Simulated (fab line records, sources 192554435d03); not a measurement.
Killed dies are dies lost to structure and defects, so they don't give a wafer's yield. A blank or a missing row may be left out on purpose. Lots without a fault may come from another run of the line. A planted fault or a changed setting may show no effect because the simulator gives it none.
Which tool did it? | flow n5_finfet | 11 lots, 33 wafers sampled, at 3 steps of a route of 1938

WHAT THE GAUGES READ, wafer by wafer
N5_BEOL_M11_CD_MEAS_18: pitch 140 nm, target cd 70 nm. Usual: cd_nm 70.0 nm, standard deviation 0.78.
lot  | measured     | on        | cd_nm (nm)     | flag
L271 | day 11 13:32 | cd_sem-02 | 69.9 70.8 69.8 |
L272 | day 11 18:56 | cd_sem-02 | 70.3 71.2 70.5 |
L270 | day 12 05:31 | cd_sem-03 | 69.2 69.2 69.5 |
L275 | day 12 22:49 | cd_sem-02 | 69.9 70.3 70.1 |
L279 | day 13 18:08 | cd_sem-03 | 70.3 70.1 70.3 |
L280 | day 15 00:53 | cd_sem-03 | 69.9 71.1 71.9 |
L283 | day 15 14:41 | cd_sem-02 | 70.8 70.2 70.5 |
L285 | day 15 18:55 | cd_sem-03 | 70.5 69.4 69.9 |
L291 | day 18 05:37 | cd_sem-01 | 70.0 71.3 69.4 |
L290 | day 18 18:56 | cd_sem-01 | 69.6 71.1 69.8 |
L292 | day 19 10:31 | cd_sem-01 | 71.2 69.6 71.9 |

WHICH TOOL RAN EACH LOT (tool, then ch and the chambers of the sampled wafers, then the start)
lot  | N5_BEOL_M11_CURE_71           | N5_BEOL_M11_ETCH_62
L271 | uv_cure-02 ch 1, day 11 10:57 | rie_diel-05 ch 0,1,3, day 11 13:02
L272 | uv_cure-03 ch 1, day 11 15:58 | rie_diel-05 ch 1,3, day 11 18:34
L270 | uv_cure-02 ch 0, day 12 03:07 | rie_diel-01 ch 2,3, day 12 05:09
L275 | uv_cure-02 ch 1, day 12 19:17 | rie_diel-06 ch 1,2, day 12 22:27
L279 | uv_cure-03 ch 2, day 13 16:23 | rie_diel-05 ch 0,1,3, day 13 17:47
L280 | uv_cure-01 ch 1, day 14 21:22 | rie_diel-05 ch 0,2, day 15 00:28
L283 | uv_cure-03 ch 2, day 15 11:13 | rie_diel-01 ch 0,1,2, day 15 14:17
L285 | uv_cure-01 ch 0, day 15 15:59 | rie_diel-01 ch 1,2,3, day 15 18:33
L291 | uv_cure-02 ch 0, day 18 03:08 | rie_diel-06 ch 2,3, day 18 05:14
L290 | uv_cure-03 ch 1, day 18 14:37 | rie_diel-05 ch 1,2, day 18 18:26
L292 | uv_cure-02 ch 2, day 19 06:40 | rie_diel-05 ch 0,2,3, day 19 10:10
- N5_BEOL_M11_CURE_71: cures SiCOH lowk, time 240 s.
- N5_BEOL_M11_ETCH_62: etches SOC in N2/H2, target depth 110 nm, overetch 22 nm, time 165 s.

WHAT THE TOOLS THEMSELVES READ (means of the sampled wafers that have a number; where no wafer has one, the mark that the record gives instead)
N5_BEOL_M11_CURE_71. Usual: lamp_power_pct 52.31 %, standard deviation 0.054; wafer_temp_C_max 386.7, standard deviation 0.52.
lot  | tool       | lamp_power_pct (%) | wafer_temp_C_max | flag
L271 | uv_cure-02 | 52.32              | 387.0            |
L272 | uv_cure-03 | 52.31              | 386.9            |
L270 | uv_cure-02 | 52.35              | 386.6            |
L275 | uv_cure-02 | 52.31              | 387.1            |
L279 | uv_cure-03 | 52.31              | 386.6            |
L280 | uv_cure-01 | 52.34              | 386.4            |
L283 | uv_cure-03 | 52.32              | 386.2            |
L285 | uv_cure-01 | 52.34              | 386.6            |
L291 | uv_cure-02 | 52.34              | 386.5            |
L290 | uv_cure-03 | 52.29              | 386.7            |
L292 | uv_cure-02 | 52.32              | 386.7            |

N5_BEOL_M11_ETCH_62. Usual: chamber_pressure_mTorr 29.997 mTorr, standard deviation 0.029; drypump_motor_current_A 5.5 A, standard deviation 0.32; n2_flow_sccm 199.9 sccm, standard deviation 0.56; oes_product_au 0.68 a.u., standard deviation 0.07; rf_vpp_V 524.1 V, standard deviation 2.7; showerhead_plenum_p_Torr 2.55 Torr, standard deviation 0.1; throttle_valve_pct 17.8 %, standard deviation 0.35.
lot  | tool        | chamber_pressure_mTorr (mTorr) | drypump_motor_current_A (A) | n2_flow_sccm (sccm) | oes_product_au (a.u.) | rf_vpp_V (V) | showerhead_plenum_p_Torr (Torr) | throttle_valve_pct (%) | flag
L271 | rie_diel-05 | 30.005                         | 5.4                         | 200.0               | 0.67                  | 523.5        | 2.54                            | 18.0                   |
L272 | rie_diel-05 | 29.965                         | 5.4                         | 199.2               | 0.62                  | 522.2        | 2.48                            | 18.0                   |
L270 | rie_diel-01 | 29.984                         | 5.6                         | 200.0               | 0.69                  | 527.2        | 2.66                            | 18.1                   |
L275 | rie_diel-06 | 30.020                         | 5.9                         | 199.8               | 0.65                  | 521.1        | 2.44                            | 18.1                   |
L279 | rie_diel-05 | 29.974                         | 5.4                         | 199.8               | 0.66                  | 523.7        | 2.54                            | 18.0                   |
L280 | rie_diel-05 | 30.012                         | 5.5                         | 200.0               | 0.76                  | 525.1        | 2.55                            | 17.5                   |
L283 | rie_diel-01 | 29.979                         | 5.5                         | 200.2               | 0.71                  | 524.6        | 2.56                            | 17.7                   |
L285 | rie_diel-01 | 29.989                         | 5.6                         | 199.9               | 0.68                  | 525.1        | 2.61                            | 18.0                   |
L291 | rie_diel-06 | 30.000                         | 6.3                         | 199.8               | 0.60                  | 519.6        | 2.39                            | 17.8                   |
L290 | rie_diel-05 | 29.986                         | 5.5                         | 199.8               | 0.69                  | 522.6        | 2.48                            | 17.6                   |
L292 | rie_diel-05 | 29.997                         | 5.3                         | 199.8               | 0.75                  | 525.6        | 2.62                            | 17.8                   |

THE ANSWER, worked out from the rows above alone
Rule: a lot is off if the mean of its wafers that have a number lies more than 3 standard deviations from the usual mean. A lot without any number at a reading at which 4 lots or more have one is off too. The other lots that the step has rows for count as sound. The gauges are gone through in route order, then the tools' own readings, and for those a lot's mean is taken as printed above. The first step at which some lot is off is used, and at that step the reading that is off furthest; a lot without a number counts as furthest.
No lot is off at any reading shown: from this, nothing can be told.

WHAT THE SIMULATOR HAD PUT IN
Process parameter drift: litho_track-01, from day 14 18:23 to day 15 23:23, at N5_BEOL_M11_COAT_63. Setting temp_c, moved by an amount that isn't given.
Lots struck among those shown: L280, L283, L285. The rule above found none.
